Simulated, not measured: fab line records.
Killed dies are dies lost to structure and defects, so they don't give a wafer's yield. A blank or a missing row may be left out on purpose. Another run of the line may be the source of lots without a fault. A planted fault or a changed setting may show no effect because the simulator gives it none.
fab line records + flow n5_finfet
record
- lots=4
- wafers=12
- last_day=17
route steps=1938 shown BEOL_M4@1099 BEOL_M5@1112 BEOL_M9@1439 PASSIVATION@1936
lots with no fault: from the same line, run without faults
start_h: hours from the record's first day to the start of the lot's first wafer shown + wait_h: hours since the lot's step before + " identical to the entry in the row above + L1.1+2: one row covering several wafers at once + - no value present, or no start provided + * or withheld: withheld + < > ~ a bound
route shown NAME@n: NAME is a module with steps in the file, n the number in the route of the first one + usual: the fault-free wafers' mean and standard deviation + same: alike in all rows + chamber/n: place in a boat + sites: each site's reading + _std_site: standard deviation of those values + _edge_site: mean of outer sites minus mean of inner sites + radius_mm: how far each site lies from the wafer's centre + mask NAME#n: copy n + behind: the tool/chamber that last shaped the wafer + hold: cause of the lot's hold/its duration in hours/its outcome + device: whichever transistor did not switch (one of n, p or np) + end of line: the same wafers' tests at the end of the route + step lacking rows: just its recipe + killed: at the first sort, the dies lost to defects and structure; wafer yield is something else + map: shows each die of a wafer: x if killed, . if not, _ if none is there
set.NAME: setting as actually run; set.NAME@STEP: the setting as run at that earlier step + model.NAME: the simulator's own value behind a step, which no gauge read
lots at selected steps of the route; one table per step, one row per wafer
services: when a tool's chamber went out of use (start_h, in hours from the record's first day, below 0 if earlier), for how many hours, and the reason
## steps
# step N5_BEOL_M4_ANNEAL_95
# recipe
- temp_c=400
- time_s=240
- ambient=vacuum
# step N5_BEOL_M4_SPUTTER_96
# recipe
- material=Cu
- target_thk_a=45
- temp_c=-20
- chamber_pressure_pa=0.07
- power_w=withheld
- time_s=8.29
# step N5_BEOL_M4_ECD_50
# recipe
- material=Cu
- target_thk_a=3000
# step N5_BEOL_M4_ANNEAL_51
# recipe
- temp_c=225
- time_s=90
- ambient=N2
# step N5_BEOL_M4_CMP_52
# recipe
- stop_on=SiOC
- t_overpolish_s=6.8
- down_force_psi=1
- platen_rpm=50
- clearing_platen_down_force_psi=1.5
- clearing_platen_rpm=50
- post_cmp_clean=cu_alkaline
- target_thk_nm=40
- clearing_platen_pad_velocity_m_s=0.99484
- pad_velocity_m_s=0.99484
# step N5_BEOL_M4_PRE_CLEAN_60
# recipe
- gas=NH3/H2
- time_s=15
- temp_c=*
- rf_power_w=300
# step N5_BEOL_M4_CO_CAP_55
# recipe
- material=Co
- target_thk_a=20
- temp_c=200
- precursor=CCTBA/H2
- pressure_torr=30
- time_s=102.1
# step N5_BEOL_M4_PRE_CLEAN_56
# recipe
- gas=NH3
- time_s=15
- temp_c=withheld
- rf_power_w=300
# step N5_BEOL_M4_DEP_57
# recipe
- material=SiCN
- target_thk_a=80
- temp_c=withheld
- precursor=3MS/NH3
- pressure_torr=3
- rf_w=202
- time_s=14
# step N5_BEOL_M4_RC_MEAS_101
# usual
- DIBL_N=37.2/1.8
- DIBL_P=37.5/2.5
- IOFF_N=0.17/0.038
- IOFF_P=0.24/0.046
- ION_N=681/13
- ION_P=469/8.5
- SS_N=71.7/0.6
- SS_P=73.6/0.69
- VT_N=249/3.4
- VT_P=-248/3.6
| lot.wafer | tool      | chamber | start_h | wait_h | DIBL_N[mV/V] | DIBL_P[mV/V] | IOFF_N[nA/um] | IOFF_P[nA/um] | ION_N[uA/um] | ION_P[uA/um] | SS_N[mV/dec] | SS_P[mV/dec] | VT_N[mV] | VT_P[mV] |
|-----------|-----------|---------|---------|--------|--------------|--------------|---------------|---------------|--------------|--------------|--------------|--------------|----------|----------|
| L712.1    | prober-02 | 0       | 234.63  | 0.0    | 38.2         | 37.3         | 0.18          | 0.23          | 683          | 467          | 71.4         | 74.2         | 246      | -250     |
| L712.2    | "         | 0       | "       | "      | 37.3         | 36.3         | 0.16          | 0.21          | 679          | 464          | 71.2         | 72.9         | 249      | -249     |
| L712.6    | "         | 0       | "       | "      | 38.7         | 38.4         | 0.20          | 0.25          | 698          | 475          | 71.9         | 74.3         | 247      | -249     |
| L715.1    | prober-02 | 0       | 257.32  | 0.0    | 37.9         | 39.6         | 0.19          | 0.26          | 683          | 477          | 71.3         | 73.6         | 247      | -245     |
| L715.5    | "         | 0       | "       | "      | 39.0         | 40.7         | 0.22          | 0.28          | 705          | 477          | 71.5         | 73.5         | 244      | -245     |
| L715.6    | "         | 0       | "       | "      | 36.3         | 38.0         | 0.16          | 0.24          | 682          | 474          | 70.8         | 72.7         | 248      | -247     |
| L717.1    | prober-02 | 0       | 261.97  | 0.0    | 38.4         | 40.1         | 0.19          | 0.29          | 692          | 481          | 72.0         | 74.0         | 250      | -243     |
| L717.2    | "         | 0       | "       | "      | 39.9         | 40.7         | 0.23          | 0.32          | 688          | 471          | 72.7         | 74.0         | 243      | -244     |
| L717.3    | "         | 0       | "       | "      | 39.4         | 40.1         | 0.22          | 0.31          | 692          | 479          | 71.8         | 73.6         | 245      | -243     |
| L722.1    | prober-01 | 0       | 291.18  | 0.0    | 35.1         | 36.6         | 0.15          | 0.21          | 682          | 476          | 70.4         | 73.7         | 249      | -248     |
| L722.3    | "         | 0       | "       | "      | 38.3         | 40.5         | 0.20          | 0.26          | 691          | 470          | 72.0         | 74.6         | 247      | -245     |
| L722.6    | "         | 0       | "       | "      | 39.4         | 41.5         | 0.23          | 0.29          | 693          | 465          | 72.5         | 74.3         | 245      | -247     |
# step N5_BEOL_M5_ILD_DEP_00
# recipe
- material=SiCOH_lowk
- target_thk_a=1406.4
- temp_c=300
- precursor=DEMS/porogen
- pressure_torr=5
- rf_w=500
- time_s=25.9
# step N5_BEOL_M5_CURE_79
# recipe
- temp_c=385
- time_s=240
- ambient=He/Ar
- material=SiCOH_lowk
# step N5_BEOL_M5_PECVD_70
# recipe
- material=SiO2
- target_thk_a=160
- temp_c=400
- precursor=TEOS/O2
- pressure_torr=5.5
- rf_w=450
- teos_flow_sccm=53.8
- gas=O2
- flow_sccm=3000
- time_s=18
# step N5_BEOL_M5_HM_DEP_02
# recipe
- material=TiN
- target_thk_a=200
- temp_c=25
- chamber_pressure_pa=0.49996
# step N5_BEOL_M5_COAT_59
# recipe
- resist=SOC
- temp_c=250
- time_s=60
- spin_rpm=1500
- resist_thk_nm=60
# step N5_BEOL_M5_COAT_60
# recipe
- resist=SiARC
- temp_c=220
- time_s=60
- spin_rpm=1500
- resist_thk_nm=12
# step N5_BEOL_M5_COAT_71
# recipe
- resist=underlayer
- temp_c=205
- time_s=60
- spin_rpm=1500
- resist_thk_nm=5
# step N5_BEOL_M5_COAT_05
# recipe
- resist=CAR-EUV
- spin_rpm=1500
- resist_thk_nm=30
# step N5_BEOL_M5_EBR_07
# recipe
- solvent=PGMEA
- ebr_width_mm=1.5
# step N5_BEOL_M5_SOFTBAKE_06
# recipe
- temp_c=110
- time_s=60
- resist=CAR-EUV
# step N5_BEOL_M5_EXPOSE_08
# recipe
- mask_id=M5
- na=0.33
- source_shape=annular
- sigma_inner=0.4
- sigma_outer=0.8
- polarization=unpolarized
- target_cd_nm=28
- dose_mj=35.75
# step N5_BEOL_M5_PEB_09
# recipe
- peb_temp_c=100
- peb_time_s=60
- resist=CAR-EUV
# step N5_BEOL_M5_DEVELOP_10
# recipe
- develop_time_s=30
- developer=TMAH
- resist=CAR-EUV
- rinse_liquid=surfactant_rinse
- dry=air_spin
- dev_temp_c=23
# step N5_BEOL_M5_DESCUM_16
# recipe
- chemistry=O2
- time_s=7
- source_power_w=50
- bias_power_w=20
- pressure_mtorr=20
- rf_frequency_hz=2.712e+07
- temp_c=40
- resist=CAR-EUV
- o2_flow_sccm=225
# step N5_BEOL_M5_ETCH_72
# recipe
- chemistry=N2/H2
- target=underlayer
- target_depth_a=65
- mask_material=CAR-EUV
- time_s=5.2
- ion_energy_ev=200
- pressure_mtorr=30
- source_w=840
- bias_w=150
- n2_flow_sccm=200
- h2_flow_sccm=200
- ends=cleared
# step N5_BEOL_M5_ETCH_61
# recipe
- chemistry=CF4
- target=SiARC
- target_depth_a=156
- mask_material=CAR-EUV
- time_s=26
- ion_energy_ev=80
- pressure_mtorr=40
- source_w=545
- bias_w=36
- Ar_flow_sccm=100
- cf4_flow_sccm=100
- ends=cleared
# step N5_BEOL_M5_ETCH_62
# recipe
- chemistry=N2/H2
- target=SOC
- target_depth_a=750
- overetch_a=150
- mask_material=SiARC
- temp_c=40
- time_s=112.5
- ion_energy_ev=200
- pressure_mtorr=30
- source_w=840
- bias_w=150
- n2_flow_sccm=200
- h2_flow_sccm=200
# step N5_BEOL_M5_STRIP_63
# recipe
- chemistry=N2/H2
- temp_c=40
- n2_flow_sccm=200
- h2_flow_sccm=200
- rf_frequency_hz=6e+07
# step N5_BEOL_M5_STRIP_73
# recipe
- chemistry=N2/H2
- temp_c=40
- n2_flow_sccm=200
- h2_flow_sccm=200
- rf_frequency_hz=6e+07
# step N5_BEOL_M5_STRIP_64
# recipe
- chemistry=CF4
- resist=SiARC
- power_w=300
- bias_power_w=75
- pressure_mtorr=50
- cf4_flow_sccm=150
- rf_frequency_hz=6e+07
# step N5_BEOL_M5_HM_OPEN_17
# recipe
- chemistry=Cl2/BCl3
- target_depth_a=200
- overetch_a=60
- target=TiN
- mask_material=SOC
- ion_energy_ev=150
- pressure_mtorr=10
- icp_w=1000
- bias_w=126
- Cl2_flow_sccm=53.25
- bcl3_flow_sccm=21.75
- Ar_flow_sccm=25
# step N5_BEOL_M5_STRIP_19
# recipe
- chemistry=O2
- power_w=400
- temp_c=40
- pressure_mtorr=30
- rf_frequency_hz=6e+07
- bias_power_w=0
- overash_fraction=0.2
- o2_flow_sccm=225
# step N5_BEOL_M5_COAT_65
# recipe
- resist=SOC
- temp_c=250
- time_s=60
- spin_rpm=1500
- resist_thk_nm=60
# step N5_BEOL_M5_COAT_66
# recipe
- resist=SiARC
- temp_c=220
- time_s=60
- spin_rpm=1500
- resist_thk_nm=12
# step N5_BEOL_M9_ETCH_65
# recipe
- chemistry=CF4
- target=SiARC
- target_depth_a=156
- mask_material=CAR-EUV
- time_s=26
- ion_energy_ev=80
- pressure_mtorr=40
- source_w=545
- bias_w=36
- Ar_flow_sccm=100
- cf4_flow_sccm=100
- ends=cleared
# usual
- bias_w=36.01/0.1
- cf4_flow_sccm=99.97/0.27
- drypump_motor_current_A=5.8/0.38
- etch_rf_on_time_s=25.9/0.55
- mfc_ar_sccm=100.0/0.31
- oes_product_au=0.68/0.077
- rf_vpp_V=184.3/1.1
- showerhead_plenum_p_Torr=2.16/0.053
- throttle_valve_pct=15.72/0.29
| lot.wafer | tool        | chamber | start_h | wait_h | bias_w | cf4_flow_sccm | drypump_motor_current_A | etch_rf_on_time_s | mfc_ar_sccm | oes_product_au | rf_hours_counter_h | rf_vpp_V | showerhead_plenum_p_Torr | throttle_valve_pct | model.CAR-EUV_of_BEOL_M9_COAT_22.thk_nm |
|-----------|-------------|---------|---------|--------|--------|---------------|-------------------------|-------------------|-------------|----------------|--------------------|----------|--------------------------|--------------------|-----------------------------------------|
| L712.1    | rie_diel-02 | 2       | 280.91  | 0.0    | 36.04  | 99.46         | 6.0                     | 26.5              | 100.2       | 0.61           | 177                | 183.7    | 2.14                     | 16.05              | 11.2                                    |
| L712.2    | "           | 3       | "       | "      | 36.05  | 99.57         | 5.7                     | 26.3              | 99.7        | 0.56           | 278                | 182.2    | 2.09                     | 16.04              | 11.2                                    |
| L712.6    | "           | 2       | "       | "      | 36.19  | 99.95         | 6.0                     | 26.7              | 100.6       | 0.61           | -                  | 183.7    | 2.14                     | 16.04              | 11                                      |
| L715.1    | rie_diel-02 | 1       | 301.77  | 0.0    | -      | -             | -                       | -                 | -           | -              | -                  | -        | -                        | -                  | 20.4                                    |
| L715.5    | "           | 1       | "       | "      | -      | -             | -                       | -                 | -           | -              | -                  | -        | -                        | -                  | 20.4                                    |
| L715.6    | "           | 0       | "       | "      | -      | -             | -                       | -                 | -           | -              | -                  | -        | -                        | -                  | 20.4                                    |
| L717.1    | rie_diel-02 | 1       | 304.70  | 0.0    | -      | -             | -                       | -                 | -           | -              | -                  | -        | -                        | -                  | 20.2                                    |
| L717.2    | "           | 0       | "       | "      | -      | -             | -                       | -                 | -           | -              | -                  | -        | -                        | -                  | 20.4                                    |
| L717.3    | "           | 2       | "       | "      | -      | -             | -                       | -                 | -           | -              | -                  | -        | -                        | -                  | 20.4                                    |
| L722.1    | rie_diel-02 | 3       | 342.29  | 0.0    | 35.93  | 100.16        | 5.7                     | 25.2              | 99.5        | 0.82           | 8                  | 185.0    | 2.09                     | 15.51              | 11.2                                    |
| L722.3    | "           | 0       | "       | "      | 35.95  | 99.71         | 6.1                     | 25.9              | 100.2       | 0.76           | 17                 | 185.0    | 2.18                     | 15.52              | 11.2                                    |
| L722.6    | "           | 2       | "       | "      | 36.01  | 99.81         | 6.0                     | 26.3              | 100.2       | 0.60           | -                  | 183.6    | 2.14                     | 16.10              | 11.2                                    |
# step N5_BEOL_M9_ETCH_66
# recipe
- chemistry=N2/H2
- target=SOC
- target_depth_a=800
- overetch_a=160
- mask_material=SiARC
- temp_c=40
- time_s=120
- ion_energy_ev=200
- pressure_mtorr=30
- source_w=840
- bias_w=150
- n2_flow_sccm=200
- h2_flow_sccm=200
# usual
- bias_w=150.0/0.43
- chamber_pressure_mTorr=29.999/0.027
- drypump_motor_current_A=5.8/0.38
- h2_flow_sccm=199.9/0.58
- oes_product_au=0.61/0.067
- rf_vpp_V=524.3/2.1
- showerhead_plenum_p_Torr=2.56/0.072
- throttle_valve_pct=18.0/0.33
| lot.wafer | tool        | chamber | start_h | wait_h | bias_w | chamber_pressure_mTorr | drypump_motor_current_A | h2_flow_sccm | oes_product_au | rf_hours_counter_h | rf_vpp_V | showerhead_plenum_p_Torr | throttle_valve_pct |
|-----------|-------------|---------|---------|--------|--------|------------------------|-------------------------|--------------|----------------|--------------------|----------|--------------------------|--------------------|
| L712.1    | rie_diel-02 | 2       | 280.94  | 0.0    | 149.8  | 30.012                 | 5.9                     | 201.0        | 0.55           | 177                | 523.8    | 2.54                     | 18.4               |
| L712.2    | "           | 3       | "       | "      | 150.0  | 30.053                 | 5.7                     | 200.3        | 0.51           | 278                | 522.5    | 2.50                     | 18.4               |
| L712.6    | "           | 2       | "       | "      | 150.1  | 29.999                 | 5.9                     | 200.1        | 0.55           | -                  | 523.7    | 2.54                     | 18.3               |
| L715.1    | rie_diel-02 | 1       | 301.80  | 0.0    | 149.8  | 29.970                 | 6.3                     | 200.2        | 0.34           | 11                 | 527.6    | 2.73                     | 17.7               |
| L715.5    | "           | 1       | "       | "      | 149.6  | 30.034                 | 6.3                     | 199.4        | 0.35           | -                  | 529.4    | 2.73                     | 17.7               |
| L715.6    | "           | 0       | "       | "      | 150.0  | 29.963                 | 6.1                     | 200.1        | 0.36           | -                  | 525.7    | 2.58                     | 17.5               |
| L717.1    | rie_diel-02 | 1       | 304.73  | 0.0    | 150.5  | 30.005                 | 6.3                     | 199.7        | 0.36           | 12                 | 527.7    | 2.73                     | 17.7               |
| L717.2    | "           | 0       | "       | "      | 150.1  | 30.018                 | 6.1                     | 200.3        | 0.35           | 3                  | 523.7    | 2.58                     | 17.5               |
| L717.3    | "           | 2       | "       | "      | 150.5  | 29.989                 | 6.0                     | 198.5        | 0.27           | 186                | 524.5    | 2.53                     | 18.3               |
| L722.1    | rie_diel-02 | 3       | 342.32  | 0.0    | 149.8  | 29.994                 | 5.7                     | 200.1        | 0.73           | 8                  | 522.1    | 2.50                     | 18.0               |
| L722.3    | "           | 0       | "       | "      | 149.1  | 30.038                 | 6.1                     | 199.2        | 0.68           | 17                 | 524.8    | 2.57                     | 17.6               |
| L722.6    | "           | 2       | "       | "      | 149.5  | 30.001                 | 6.0                     | 200.0        | 0.54           | -                  | 523.7    | 2.53                     | 18.4               |
# step N5_PASSIVATION_PROBE_49
# usual
- defect_limited_yield=91.2/1.4
- killed_at_M0_to_M3=32/10
- killed_at_M4_up=14/6.2
- killed_at_contacts=12/6.3
- killed_at_front_end=42/13
- killed_at_other=4/3.4
- killed_dies=104/17
- killed_on_rim=14/3.8
- killed_open=67/12
- killed_short=34/8.1
- sort_bin_5_function=5.2/0.93
- sort_bin_6_memory=3.2/0.65
- sort_n_pass=1075/16
- sort_yield_pct=91.1/1.4
# same
- gross_dies=1180
- killed_at_back_side=0
- sort_bin_4_leakage[%]=0
- sort_bin_8_speed[%]=0
| lot.wafer | tool      | chamber | start_h | wait_h | defect_limited_yield[%] | killed_at_M0_to_M3 | killed_at_M4_up | killed_at_contacts | killed_at_front_end | killed_at_other | killed_dies | killed_on_rim | killed_open | killed_short | sort_bin_5_function[%] | sort_bin_6_memory[%] | sort_n_pass | sort_yield_pct[%] |
|-----------|-----------|---------|---------|--------|-------------------------|--------------------|-----------------|--------------------|---------------------|-----------------|-------------|---------------|-------------|--------------|------------------------|----------------------|-------------|-------------------|
| L712.6    | prober-01 | -       | 337.97  | 0.3    | 89.0                    | 30                 | 24              | 32                 | 43                  | 1               | 130         | 20            | 93          | 33           | 6.1                    | 4.5                  | 1050        | 89.0              |
| L715.1    | prober-02 | -       | 354.89  | 0.0    | 0                       | 18                 | 1082            | 26                 | 50                  | 4               | 1180        | 152           | 71          | 40           | 95.8                   | 3.7                  | 0           | 0                 |
| L715.5    | prober-02 | -       | 355.09  | 0.2    | 0                       | 26                 | 1048            | 16                 | 89                  | 1               | 1180        | 152           | 98          | 48           | 95.4                   | 4.4                  | 0           | 0                 |
| L715.6    | prober-02 | -       | 355.14  | 0.3    | 0                       | 33                 | 1079            | 12                 | 52                  | 4               | 1180        | 152           | 79          | 33           | 96.3                   | 3.4                  | 0           | 0                 |
| L717.1    | prober-02 | -       | 360.50  | 0.0    | 0                       | 26                 | 1103            | 8                  | 36                  | 7               | 1180        | 152           | 56          | 37           | 96.3                   | 3.1                  | 0           | 0                 |
| L717.2    | prober-02 | -       | 360.55  | 0.1    | 0                       | 28                 | 1088            | 16                 | 45                  | 3               | 1180        | 152           | 66          | 40           | 96.5                   | 3.1                  | 0           | 0                 |
| L717.3    | prober-02 | -       | 360.60  | 0.1    | 0                       | 15                 | 1100            | 16                 | 49                  | 0               | 1180        | 152           | 55          | 33           | 96.9                   | 3.0                  | 0           | 0                 |
# killed by level:class
L712.6 MOL_CONTACT_COAG:geometric_particle:open=24 STI_FIN_REVEAL:geometric_particle:open=9 BEOL_M0_SAQP:geometric_particle:short=9 BEOL_M4:geometric_particle:open=9 BEOL_M3:geometric_particle:open=8 MOL_CONTACT_COAG:geometric_particle:short=8 DUMMY_GATE:geometric_particle:open=6 BEOL_M0_SAQP:geometric_particle:open=6
L715.1 BEOL_M9:area_etch=1068 MOL_CONTACT_COAG:geometric_particle:open=17 STI_FIN_REVEAL:geometric_particle:open=15 FIN_SAQP:geometric_particle:short=12 BEOL_M4:geometric_particle:open=10 MOL_CONTACT_COAG:geometric_particle:short=9 FIN_SAQP:geometric_particle:open=5 BEOL_M2:geometric_particle:open=5
L715.5 BEOL_M9:area_etch=1033 STI_FIN_REVEAL:geometric_particle:open=31 FIN_SAQP:geometric_particle:short=22 FIN_SAQP:geometric_particle:open=13 MOL_CONTACT_COAG:geometric_particle:open=13 BEOL_M0_SAQP:geometric_particle:short=8 BEOL_M0_SAQP:geometric_particle:open=7 BEOL_M4:geometric_particle:open=7
L715.6 BEOL_M9:area_etch=1067 STI_FIN_REVEAL:geometric_particle:open=16 FIN_SAQP:geometric_particle:short=13 BEOL_M3:geometric_particle:open=11 MOL_CONTACT_COAG:geometric_particle:open=11 FIN_SAQP:geometric_particle:open=8 BEOL_M0_SAQP:geometric_particle:open=7 BEOL_M4:geometric_particle:open=6
L717.1 BEOL_M9:area_etch=1083 BEOL_M1:geometric_particle:open=9 MOL_CONTACT_COAG:geometric_particle:open=7 GATE_CUT:geometric_particle:short=6 BEOL_M5:geometric_particle:open=6 FIN_SAQP:geometric_particle:open=5 FIN_SAQP:geometric_particle:short=5 DUMMY_GATE:geometric_particle:open=5
L717.2 BEOL_M9:area_etch=1073 FIN_SAQP:geometric_particle:open=16 FIN_SAQP:geometric_particle:short=15 BEOL_M1:geometric_particle:open=11 MOL_CONTACT_COAG:geometric_particle:open=9 MOL_CONTACT_COAG:geometric_particle:short=7 GATE_CUT:geometric_particle:short=5 BEOL_M4:geometric_particle:open=5
L717.3 BEOL_M9:area_etch=1089 MOL_CONTACT_COAG:geometric_particle:open=14 FIN_SAQP:geometric_particle:open=9 STI_FIN_REVEAL:geometric_particle:short=9 STI_FIN_REVEAL:geometric_particle:open=9 FIN_SAQP:geometric_particle:short=7 GATE_CUT:geometric_particle:short=5 BEOL_M0_SAQP:geometric_particle:short=4
# map L715.1 (x killed, . not)
_________________xxxxxxxxxxxx________________
______________xxxxxxxxxxxxxxxxxx_____________
___________xxxxxxxxxxxxxxxxxxxxxxxx__________
__________xxxxxxxxxxxxxxxxxxxxxxxxxx_________
________xxxxxxxxxxxxxxxxxxxxxxxxxxxxxx_______
_______xxxxxxxxxxxxxxxxxxxxxxxxxxxxxxxx______
______xxxxxxxxxxxxxxxxxxxxxxxxxxxxxxxxxx_____
_____xxxxxxxxxxxxxxxxxxxxxxxxxxxxxxxxxxxx____
____xxxxxxxxxxxxxxxxxxxxxxxxxxxxxxxxxxxxxx___
___xxxxxxxxxxxxxxxxxxxxxxxxxxxxxxxxxxxxxxxx__
___xxxxxxxxxxxxxxxxxxxxxxxxxxxxxxxxxxxxxxxx__
__xxxxxxxxxxxxxxxxxxxxxxxxxxxxxxxxxxxxxxxxxx_
__xxxxxxxxxxxxxxxxxxxxxxxxxxxxxxxxxxxxxxxxxx_
_xxxxxxxxxxxxxxxxxxxxxxxxxxxxxxxxxxxxxxxxxxxx
_xxxxxxxxxxxxxxxxxxxxxxxxxxxxxxxxxxxxxxxxxxxx
_xxxxxxxxxxxxxxxxxxxxxxxxxxxxxxxxxxxxxxxxxxxx
_xxxxxxxxxxxxxxxxxxxxxxxxxxxxxxxxxxxxxxxxxxxx
_xxxxxxxxxxxxxxxxxxxxxxxxxxxxxxxxxxxxxxxxxxxx
_xxxxxxxxxxxxxxxxxxxxxxxxxxxxxxxxxxxxxxxxxxxx
_xxxxxxxxxxxxxxxxxxxxxxxxxxxxxxxxxxxxxxxxxxxx
_xxxxxxxxxxxxxxxxxxxxxxxxxxxxxxxxxxxxxxxxxxxx
__xxxxxxxxxxxxxxxxxxxxxxxxxxxxxxxxxxxxxxxxxx_
__xxxxxxxxxxxxxxxxxxxxxxxxxxxxxxxxxxxxxxxxxx_
___xxxxxxxxxxxxxxxxxxxxxxxxxxxxxxxxxxxxxxxx__
___xxxxxxxxxxxxxxxxxxxxxxxxxxxxxxxxxxxxxxxx__
____xxxxxxxxxxxxxxxxxxxxxxxxxxxxxxxxxxxxxx___
_____xxxxxxxxxxxxxxxxxxxxxxxxxxxxxxxxxxxx____
______xxxxxxxxxxxxxxxxxxxxxxxxxxxxxxxxxx_____
_______xxxxxxxxxxxxxxxxxxxxxxxxxxxxxxxx______
________xxxxxxxxxxxxxxxxxxxxxxxxxxxxxx_______
__________xxxxxxxxxxxxxxxxxxxxxxxxxx_________
___________xxxxxxxxxxxxxxxxxxxxxxxx__________
______________xxxxxxxxxxxxxxxxxx_____________
_________________xxxxxxxxxxxx________________
# map L717.1 (x killed, . not)
_________________xxxxxxxxxxxx________________
______________xxxxxxxxxxxxxxxxxx_____________
___________xxxxxxxxxxxxxxxxxxxxxxxx__________
__________xxxxxxxxxxxxxxxxxxxxxxxxxx_________
________xxxxxxxxxxxxxxxxxxxxxxxxxxxxxx_______
_______xxxxxxxxxxxxxxxxxxxxxxxxxxxxxxxx______
______xxxxxxxxxxxxxxxxxxxxxxxxxxxxxxxxxx_____
_____xxxxxxxxxxxxxxxxxxxxxxxxxxxxxxxxxxxx____
____xxxxxxxxxxxxxxxxxxxxxxxxxxxxxxxxxxxxxx___
___xxxxxxxxxxxxxxxxxxxxxxxxxxxxxxxxxxxxxxxx__
___xxxxxxxxxxxxxxxxxxxxxxxxxxxxxxxxxxxxxxxx__
__xxxxxxxxxxxxxxxxxxxxxxxxxxxxxxxxxxxxxxxxxx_
__xxxxxxxxxxxxxxxxxxxxxxxxxxxxxxxxxxxxxxxxxx_
_xxxxxxxxxxxxxxxxxxxxxxxxxxxxxxxxxxxxxxxxxxxx
_xxxxxxxxxxxxxxxxxxxxxxxxxxxxxxxxxxxxxxxxxxxx
_xxxxxxxxxxxxxxxxxxxxxxxxxxxxxxxxxxxxxxxxxxxx
_xxxxxxxxxxxxxxxxxxxxxxxxxxxxxxxxxxxxxxxxxxxx
_xxxxxxxxxxxxxxxxxxxxxxxxxxxxxxxxxxxxxxxxxxxx
_xxxxxxxxxxxxxxxxxxxxxxxxxxxxxxxxxxxxxxxxxxxx
_xxxxxxxxxxxxxxxxxxxxxxxxxxxxxxxxxxxxxxxxxxxx
_xxxxxxxxxxxxxxxxxxxxxxxxxxxxxxxxxxxxxxxxxxxx
__xxxxxxxxxxxxxxxxxxxxxxxxxxxxxxxxxxxxxxxxxx_
__xxxxxxxxxxxxxxxxxxxxxxxxxxxxxxxxxxxxxxxxxx_
___xxxxxxxxxxxxxxxxxxxxxxxxxxxxxxxxxxxxxxxx__
___xxxxxxxxxxxxxxxxxxxxxxxxxxxxxxxxxxxxxxxx__
____xxxxxxxxxxxxxxxxxxxxxxxxxxxxxxxxxxxxxx___
_____xxxxxxxxxxxxxxxxxxxxxxxxxxxxxxxxxxxx____
______xxxxxxxxxxxxxxxxxxxxxxxxxxxxxxxxxx_____
_______xxxxxxxxxxxxxxxxxxxxxxxxxxxxxxxx______
________xxxxxxxxxxxxxxxxxxxxxxxxxxxxxx_______
__________xxxxxxxxxxxxxxxxxxxxxxxxxx_________
___________xxxxxxxxxxxxxxxxxxxxxxxx__________
______________xxxxxxxxxxxxxxxxxx_____________
_________________xxxxxxxxxxxx________________
## services
| tool        | chamber | start_h | hours | kind                          |
|-------------|---------|---------|-------|-------------------------------|
| rie_diel-02 | 0       | 260.26  | 18.6  | repair                        |
| rie_diel-02 | 0       | 278.93  | -     | clean                         |
| rie_diel-02 | 0       | 278.93  | -     | consumable_replace:focus_ring |
| rie_diel-02 | 0       | 278.93  | 18.1  | scheduled_down                |
| rie_diel-02 | 0       | 278.93  | 18.1  | vent_cycle                    |
| rie_diel-02 | 3       | 297.04  | -     | clean                         |
| rie_diel-02 | 3       | 297.04  | -     | consumable_replace:focus_ring |
| rie_diel-02 | 3       | 297.04  | 21.5  | scheduled_down                |
| rie_diel-02 | 3       | 297.04  | 21.5  | vent_cycle                    |
## key
first_sign
- step=N5_BEOL_M9_ETCH_65
- reading=tool_record
- direction=missing
effect
- step=N5_BEOL_M9_ETCH_66
- reading=oes_product_au
- direction=down
- sigmas=4
- usual=0.61
- struck=0.34
effect
- step=N5_PASSIVATION_PROBE_49
- reading=killed_at_M4_up
- direction=up
- sigmas=99+
- usual=14
- struck=1083
model_effect
- step=N5_BEOL_M9_ETCH_65
- value=CAR-EUV_of_BEOL_M9_COAT_22.thk_nm
- without=11.2
- struck=20.37
more_kills_born_at
- N5_BEOL_M9_ETCH_65@rie_diel-02=6413
met_at N5_BEOL_M9_ETCH_65
struck_wafers L715.1,L715.5,L715.6,L717.1,L717.2,L717.3
later_rows_left_out L715.1,L715.5,L715.6,L717.1,L717.2,L717.3
onset_between 280.91 301.77
fault
- kind=skipped_step_whole
- tool=rie_diel-02
- chamber=-
- onset_h=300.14
- steps=N5_BEOL_M9_ETCH_65
- scope=struck_lots_only
# later_rows_left_out: the simulator's readings of these wafers behind a module that went badly wrong aren't trusted and aren't shown, but for the sort
